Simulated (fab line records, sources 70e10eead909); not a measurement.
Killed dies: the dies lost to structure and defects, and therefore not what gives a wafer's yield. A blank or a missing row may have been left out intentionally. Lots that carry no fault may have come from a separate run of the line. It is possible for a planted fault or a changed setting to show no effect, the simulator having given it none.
fab line records	flow nand_harc
[record] lots = 13	wafers = 36	last_day = 24
route steps=1159 shown A_STAIRCASE@734 A_SGD_CUT@762 END@1159
lots untouched by any fault: they come from a run of this same line in which no faults occurred
start_h: hours from the record's first day to the start of the lot's first wafer shown	wait_h: time in hours since the lot's previous step	" repeats the value in the row above	L1.1+2: a row that stands for several wafers	- no value, or no start was given	* or withheld: withheld	< > ~ a bound
route shown NAME@n: a module of which the file shows steps, and the number in the route of the first	usual: mean/standard deviation of fault-free wafers	same: alike in all rows	chamber/n: place in a boat	sites: readings site by site	_std_site: how widely they spread, as a standard deviation	_edge_site: the outer-site mean with the inner-site mean subtracted	radius_mm: how far each site lies from the wafer's centre	mask NAME#n: copy n	behind: the last tool/chamber to shape the wafer	hold: the reason the lot was held/the length of the hold in hours/how it ended	device: names the non-switching transistor (n, p or np)	end of line: at the end of the route, the tests of the same wafers	for a step that has no rows: nothing shown but its recipe	killed: at the first sort, the dies lost to defects and structure; wafer yield is something else	map: the dies of a wafer, with x for killed, . for not killed, _ for no die there
set.NAME: setting as actually run; set.NAME@STEP: the setting as run at that earlier step	model.NAME: the simulator's own value behind a step, which no gauge read
a sample of lots followed through the steps of the route, with each step as a table and each wafer as a row
services: from which hour (start_h, from the record's first day; less than 0 if before it) a tool's chamber was out of use, for how many hours, and why
[[steps]]
[step NHARC_A_STAIRCASE_CMP_152]
[usual] motor_current_A = 12.1/1.1
lot.wafer	tool	chamber	start_h	wait_h	motor_current_A
L606.2	cmp-04	1	311.87	0.1	11.4
L606.3	"	3	"	"	11.0
L606.5	"	2	"	"	14.1
L608.3	cmp-04	3	324.24	0.1	11.2
L608.5	"	3	"	"	11.0
L608.6	"	0	"	"	13.7
L609.1	cmp-01	3	337.01	0.1	14.1
L609.2	"	0	"	"	11.2
L609.3	"	1	"	"	10.8
L610.1	cmp-02	1	350.94	0.1	11.3
L610.5	"	2	"	"	11.6
L610.6	"	3	"	"	12.2
L613.2	cmp-01	2	361.20	0.1	10.6
L613.3	"	0	"	"	11.4
L613.4	"	1	"	"	10.5
L612.3	cmp-02	0	361.42	0.1	12.7
L612.4	"	1	"	"	11.9
L612.6	"	0	"	"	13.1
L615.1	cmp-02	0	374.21	0.1	13.6
L615.3	"	2	"	"	11.8
L615.5	"	3	"	"	11.7
L617.2	cmp-01	0	381.38	0.1	10.9
L617.3	"	3	"	"	13.1
L617.5	"	0	"	"	11.1
L614.3	cmp-02	3	391.57	0.1	12.4
L614.2	"	0	"	"	12.9
L614.4	"	1	"	"	11.3
L624.1	cmp-02	3	416.15	0.1	11.9
L624.5	"	0	"	"	12.9
L622.2	cmp-04	0	426.29	0.1	14.0
L622.1	"	2	"	"	14.3
L627.3	cmp-04	1	445.73	0.1	11.0
L627.2	"	2	"	"	14.5
L627.6	"	0	"	"	13.1
L625.4	cmp-01	3	447.13	0.1	13.9
L625.2	"	0	"	"	11.0
[step NHARC_A_STAIRCASE_DEP_471]
[recipe] target_thk_a = 1000	temp_c = 400	pressure_torr = 6.5	rf_w = 900	teos_flow_sccm = 161.4	flow_sccm = 2650	target_thk_nm = 100	gas = O2	material = SiO2
[usual] heater_power_w = 579/93	throttle_valve_pct = 16.1/0.43
lot.wafer	tool	chamber	start_h	wait_h	heater_power_w	since_wet_clean_h	throttle_valve_pct
L606.3	pecvd-04	2	313.65	-	492	105	15.7
L606.2	"	0	"	"	514	105	16.7
L606.5	"	2	"	"	488	-	15.9
L608.3	pecvd-01	2	325.40	-	589	75	15.3
L608.6	"	0	"	"	495	-	16.6
L608.5	"	2	"	"	600	-	15.6
L609.2	pecvd-01	0	338.18	-	524	88	16.4
L609.3	"	1	"	"	604	88	15.9
L609.1	"	2	"	"	587	88	15.6
L610.1	pecvd-01	0	352.12	-	500	102	16.7
L610.6	"	2	"	"	640	-	15.5
L610.5	"	0	"	"	512	-	16.9
L613.3	pecvd-03	1	362.33	-	655	57	16.4
L613.2	"	2	"	"	727	57	16.3
L613.4	"	0	"	"	480	-	15.9
L612.3	pecvd-01	2	362.54	-	715	112	15.3
L612.4	"	1	"	"	583	-	16.2
L612.6	"	0	"	"	509	-	16.6
L615.3	pecvd-03	0	375.37	-	426	70	15.7
L615.1	"	1	"	"	654	70	16.5
L615.5	"	2	"	"	640	-	16.3
L617.2	pecvd-03	2	382.76	-	753	77	16.4
L617.3	"	0	"	"	382	77	16.0
L617.5	"	2	"	"	771	-	16.6
L614.3	pecvd-01	2	392.72	-	568	142	15.7
L614.2	"	0	"	"	478	143	16.6
L614.4	"	0	"	"	474	-	16.4
L624.1	pecvd-03	1	417.21	-	547	112	16.5
L624.5	"	1	"	"	554	-	16.5
L622.2	pecvd-04	1	427.42	-	585	38	15.9
L622.1	"	2	"	"	592	38	15.1
L627.2	pecvd-03	2	447.43	-	727	142	16.4
L627.3	"	1	"	"	667	142	16.4
L627.6	"	2	"	"	738	-	16.2
L625.2	pecvd-03	2	448.24	-	622	143	16.3
L625.4	"	1	"	"	598	-	16.4
[step NHARC_A_SGD_CUT_ETCH_58]
[recipe] target_depth_a = 390	over_etch_frac = 0.3	time_s = 65	ion_energy_ev = 80	cf4_flow_sccm = 150	ar_flow_sccm = 0	rf_w = 300	bias_w = 100	chemistry = CF4
[usual] drypump_motor_current_A = 5.8/0.41	oes_product_au = 1.002/0.0075	rf_vpp_V = 151.2/1.2	run_length_s = 86.0/0.4	showerhead_plenum_p_Torr = 1.76/0.079	throttle_valve_pct = 13.284/0.0097
lot.wafer	tool	chamber	start_h	wait_h	drypump_motor_current_A	oes_product_au	rf_hours_counter_h	rf_vpp_V	run_length_s	showerhead_plenum_p_Torr	throttle_valve_pct
L606.3	rie_diel-13	0	315.35	0.1	6.5	0.990	2	152.8	86.3	1.88	13.275
L606.2	"	2	"	"	5.6	1.001	2	150.3	85.5	1.67	13.273
L606.5	"	0	"	"	6.5	0.992	-	151.5	86.3	1.88	13.270
L608.3	rie_diel-13	1	327.04	0.1	5.7	0.992	4	151.2	86.1	1.84	13.283
L608.5	"	1	"	"	5.7	0.993	-	150.6	86.2	1.84	13.281
L608.6	"	2	"	"	5.6	0.996	-	151.5	85.7	1.67	13.306
L609.3	rie_diel-13	3	339.73	0.1	5.2	0.994	6	150.7	86.2	1.73	13.290
L609.2	"	1	"	"	5.7	1.001	5	152.8	85.8	1.84	13.269
L609.1	"	2	"	"	5.6	0.991	6	150.3	85.7	1.67	13.259
L610.1	rie_diel-05	0	353.80	0.1	5.9	0.997	0	151.7	85.6	1.73	13.287
L610.6	"	2	"	"	6.2	1.006	-	151.1	86.1	1.78	13.275
L610.5	"	3	"	"	6.3	1.001	-	151.2	86.1	1.83	13.275
L613.4	rie_diel-08	0	363.97	0.1	6.3	1.018	4	150.4	85.5	1.73	13.277
L613.2	"	2	"	"	5.9	0.997	4	150.2	85.8	1.68	13.277
L613.3	"	3	"	"	5.4	0.994	4	149.2	86.4	1.69	13.283
L612.3	rie_diel-13	3	364.22	0.1	5.2	0.994	10	150.8	86.0	1.73	13.297
L612.4	"	0	"	"	6.5	1.002	-	150.9	86.5	1.88	13.289
L612.6	"	3	"	"	5.2	0.993	-	151.0	86.5	1.73	13.284
L615.1	rie_diel-08	3	377.04	0.1	5.4	1.004	5	149.4	85.9	1.69	13.289
L615.3	"	1	"	"	5.6	0.998	5	152.8	86.0	1.87	13.286
L615.5	"	0	"	"	6.3	1.010	-	151.1	85.5	1.73	13.296
L617.2	rie_diel-05	0	384.46	0.1	5.8	0.999	3	150.3	85.5	1.73	13.265
L617.3	"	2	"	"	6.2	1.003	3	150.8	86.4	1.78	13.278
L617.5	"	2	"	"	6.2	1.009	-	151.9	86.4	1.78	13.288
L614.2	rie_diel-13	2	394.37	0.1	5.6	1.001	12	150.2	85.5	1.67	13.278
L614.4	"	3	"	"	5.2	0.998	12	149.4	86.1	1.73	13.287
L614.3	"	0	"	"	6.5	1.011	10	152.9	86.7	1.88	13.296
L624.1	rie_diel-05	1	418.89	0.1	5.9	1.003	6	149.7	86.2	1.65	13.292
L624.5	"	0	"	"	5.8	0.987	-	153.5	61.6	1.73	13.290
L622.2	rie_diel-05	3	429.09	0.1	6.3	1.007	7	151.6	61.8	1.82	13.296
L622.1	"	0	"	"	5.8	0.998	8	151.6	85.7	1.73	13.293
L627.2	rie_diel-13	1	449.18	0.1	5.7	0.993	18	152.1	86.4	1.84	13.292
L627.3	"	3	"	"	5.2	1.002	19	152.7	86.6	1.73	13.306
L627.6	"	2	"	"	5.6	1.005	-	150.6	85.5	1.67	13.273
L625.4	rie_diel-05	3	449.89	0.1	6.4	1.005	9	152.9	86.7	1.82	13.270
L625.2	"	1	"	"	5.9	1.018	9	149.6	62.3	1.65	13.273
[step NHARC_A_SGD_CUT_STRIP_17]
[recipe] o2_flow_sccm = 500	ar_flow_sccm = 0	bias_w = 0	chemistry = O2
[usual] drypump_motor_current_A = 5.9/0.42	oes_product_au = 1.002/0.0073	rf_vpp_V = 57.7/0.87	showerhead_plenum_p_Torr = 3.51/0.16	throttle_valve_pct = 17.037/0.0081
lot.wafer	tool	chamber	start_h	wait_h	drypump_motor_current_A	oes_product_au	rf_hours_counter_h	rf_vpp_V	showerhead_plenum_p_Torr	throttle_valve_pct
L606.3	rie_diel-13	0	-	-	6.6	1.008	3	58.0	3.76	17.029
L606.2	"	2	"	"	5.6	0.999	2	57.4	3.33	17.041
L606.5	"	0	"	"	6.6	1.001	-	57.5	3.76	17.033
L608.3	rie_diel-13	0	-	-	6.5	0.993	4	58.8	3.76	17.029
L608.5	"	1	"	"	5.7	1.002	-	58.6	3.67	17.034
L608.6	"	2	"	"	5.6	1.005	-	57.7	3.33	17.032
L609.3	rie_diel-13	1	-	-	5.8	1.001	6	57.1	3.67	17.034
L609.1	"	3	"	"	5.2	1.001	6	57.6	3.45	17.042
L609.2	"	0	"	"	6.6	1.003	5	57.2	3.76	17.032
L610.1	rie_diel-05	2	-	-	6.2	1.006	0	57.8	3.56	17.043
L610.6	"	3	"	"	6.4	1.001	-	56.7	3.64	17.043
L610.5	"	0	"	"	5.8	1.003	-	57.6	3.46	17.031
L613.4	rie_diel-08	1	-	-	5.6	1.005	5	57.1	3.74	17.027
L613.3	"	3	"	"	5.4	1.010	4	56.5	3.38	17.025
L613.2	"	0	"	"	6.3	1.012	4	57.3	3.45	17.035
L612.3	rie_diel-13	3	-	-	5.2	0.999	10	57.5	3.45	17.044
L612.4	"	0	"	"	6.5	1.002	-	58.5	3.76	17.048
L612.6	"	3	"	"	5.2	1.002	-	58.4	3.45	17.027
L615.1	rie_diel-08	2	-	-	5.9	0.998	5	55.9	3.35	17.042
L615.3	"	0	"	"	6.3	1.000	5	57.4	3.45	17.039
L615.5	"	3	"	"	5.4	1.005	-	58.3	3.38	17.027
L617.2	rie_diel-05	2	-	-	6.2	1.008	3	58.5	3.56	17.037
L617.3	"	0	"	"	5.8	1.002	4	55.8	3.46	17.031
L617.5	"	2	"	"	6.2	1.002	-	58.5	3.56	17.048
L614.2	rie_diel-13	0	-	-	6.5	1.001	10	58.1	3.75	17.044
L614.3	"	1	"	"	5.7	0.996	11	56.7	3.67	17.047
L614.4	"	3	"	"	5.1	1.000	13	58.4	3.45	17.036
L624.1	rie_diel-05	0	-	-	5.8	1.007	7	57.9	3.46	17.035
L624.5	"	0	"	"	5.9	0.999	-	55.6	3.46	17.052
L622.2	rie_diel-05	2	-	-	6.2	1.025	7	57.3	3.56	17.053
L622.1	"	3	"	"	6.3	1.008	7	56.9	3.64	17.036
L627.3	rie_diel-13	0	-	-	6.5	1.005	15	57.1	3.75	17.025
L627.2	"	2	"	"	5.6	1.007	19	57.1	3.32	17.031
L627.6	"	1	"	"	5.8	0.988	-	57.2	3.66	17.044
L625.4	rie_diel-05	2	-	-	6.2	1.009	9	58.1	3.55	17.029
L625.2	"	0	"	"	5.8	1.003	10	57.9	3.45	17.022
[step NHARC_END_SORT_01]
[recipe] temp_c = 25
[usual] killed_at_array = 29/11	killed_at_other = 0.6/0.92	killed_at_periphery = 3.2/2	killed_dies = 33/11	killed_open = 3.2/2	killed_short = 1.9/1.5
[same] gross_dies = 677
lot.wafer	tool	chamber	start_h	wait_h	killed_at_array	killed_at_other	killed_at_periphery	killed_dies	killed_open	killed_short
L624.1	prober-01	0	562.72	2.5	34	2	3	39	2	2
L624.5	prober-01	0	565.97	3.7	673	2	2	677	3	1
L622.1	prober-02	0	570.57	2.5	57	1	2	60	3	2
L622.2	prober-02	0	571.37	2.8	673	2	2	677	2	0
L625.2	prober-01	0	572.34	2.8	676	0	1	677	3	0
L625.4	prober-01	0	573.93	3.4	28	0	4	32	6	2
// killed by level:class
L624.1 A_CHANNEL_HOLE_D1:chamber_film_flake=20 A_STAIRCASE:chamber_film_flake=5 A_CONTACT:chamber_film_flake=5 THIN_TSV:chamber_film_flake=2 P_STI:geometric_particle:short=1 A_CHANNEL_FILL_D1:geometric_particle:open=1 A_STAIRCASE:geometric_particle:short=1 A_M0:geometric_particle:open=1
L624.5 A_SGD_CUT:area_etch=645 A_CHANNEL_HOLE_D1:chamber_film_flake=18 A_STAIRCASE:chamber_film_flake=3 A_CONTACT:chamber_film_flake=3 P_STI:chamber_film_flake=2 A_CHANNEL_FILL_D1:geometric_particle:short=1 A_CHANNEL_FILL_D1:geometric_particle:open=1 A_M0:geometric_particle:open=1
L622.1 A_CHANNEL_HOLE_D1:chamber_film_flake=21 A_SLIT:chamber_film_flake=19 A_STAIRCASE:chamber_film_flake=9 A_CONTACT:chamber_film_flake=4 P_M0:geometric_particle:open=1 A_ONON_D1:geometric_particle:short=1 A_WL_FILL:geometric_particle:open=1 A_CONTACT:geometric_particle:open=1
L622.2 A_SGD_CUT:area_etch=630 A_CHANNEL_HOLE_D1:chamber_film_flake=18 A_SLIT:chamber_film_flake=15 A_STAIRCASE:chamber_film_flake=6 A_CONTACT:chamber_film_flake=3 THIN_TSV:chamber_film_flake=2 P_CONTACT:geometric_particle:open=1 A_BLC:geometric_particle:open=1
L625.2 A_SGD_CUT:area_etch=658 A_CONTACT:chamber_film_flake=5 A_CHANNEL_HOLE_D1:chamber_film_flake=4 A_STAIRCASE:chamber_film_flake=3 A_CHANNEL_FILL_D1:chamber_film_flake=2 A_WL_FILL:geometric_particle:open=1 A_CONTACT:geometric_particle:open=1 A_BLC:geometric_particle:open=1
L625.4 A_CONTACT:chamber_film_flake=12 A_STAIRCASE:chamber_film_flake=5 A_CHANNEL_HOLE_D1:chamber_film_flake=3 A_CONTACT:geometric_particle:open=2 A_BLC:chamber_film_flake=2 P_M0:geometric_particle:open=1 P_M1:geometric_particle:open=1 P_M2:geometric_particle:open=1
[[services]]
tool	chamber	start_h	hours	kind
rie_diel-13	-	288.06	1.6	repair
pecvd-03	-	292.36	13.0	pm
cmp-04	-	301.00	4.0	pm
rie_diel-08	-	302.00	9.0	pm
rie_diel-13	0	321.48	4.0	repair
pecvd-03	-	323.59	2.8	repair
cmp-02	-	324.62	4.0	pm
rie_diel-05	-	340.60	9.0	pm
cmp-04	-	349.30	3.8	repair
rie_diel-13	0	349.35	7.8	repair
rie_diel-13	1	355.52	13.5	repair
rie_diel-05	1	355.57	6.6	repair
rie_diel-05	3	364.36	1.8	repair
rie_diel-08	-	369.52	0.6	repair
rie_diel-05	2	373.51	1.6	repair
rie_diel-05	3	383.23	4.3	repair
rie_diel-08	0	388.73	6.3	repair
pecvd-03	-	406.40	0.5	repair
rie_diel-05	-	406.41	1.4	repair
rie_diel-13	2	412.41	3.2	repair
pecvd-01	-	418.26	13.0	pm
cmp-02	-	422.62	4.0	pm
rie_diel-13	0	434.27	10.9	repair
cmp-02	-	441.49	0.4	repair
[[key]]
[first_sign] step = NHARC_A_SGD_CUT_ETCH_58	reading = run_length_s	direction = down	sigmas = 60	usual = *	struck = *
[effect] step = NHARC_END_SORT_01	reading = killed_at_array	direction = up	sigmas = 61	usual = 29	struck = 674
[more_kills_born_at] NHARC_A_SGD_CUT_ETCH_58@rie_diel-05 = 1933
met_at NHARC_A_SGD_CUT_ETCH_58
struck_lots L622,L624,L625
struck_wafers L622.2,L624.5,L625.2
later_rows_left_out L622.2,L624.5,L625.2
tester_left_out L622,L624,L625
not_acting_at NHARC_A_STAIRCASE_CMP_152,NHARC_A_STAIRCASE_DEP_471,NHARC_A_SGD_CUT_STRIP_17
onset_between 384.46 418.89
[fault] kind = process_parameter_drift	tool = rie_diel-05	chamber = -	onset_h = 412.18	steps = NHARC_A_SGD_CUT_ETCH_58	channel = time_s	offset = *	shape = step	end_h = 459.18	scope = struck_wafers_only	acts_in = *	stated = *
// tester_left_out: of these lots the tester's yield and bins aren't shown, on N5 and GAA mostly nor the transistor test; their killed dies are dies lost to structure and defects alone, not to doping, threshold or leakage, so they don't give the yield
// later_rows_left_out: the simulator's readings of these wafers behind a module that went badly wrong aren't trusted and aren't shown, but for the sort
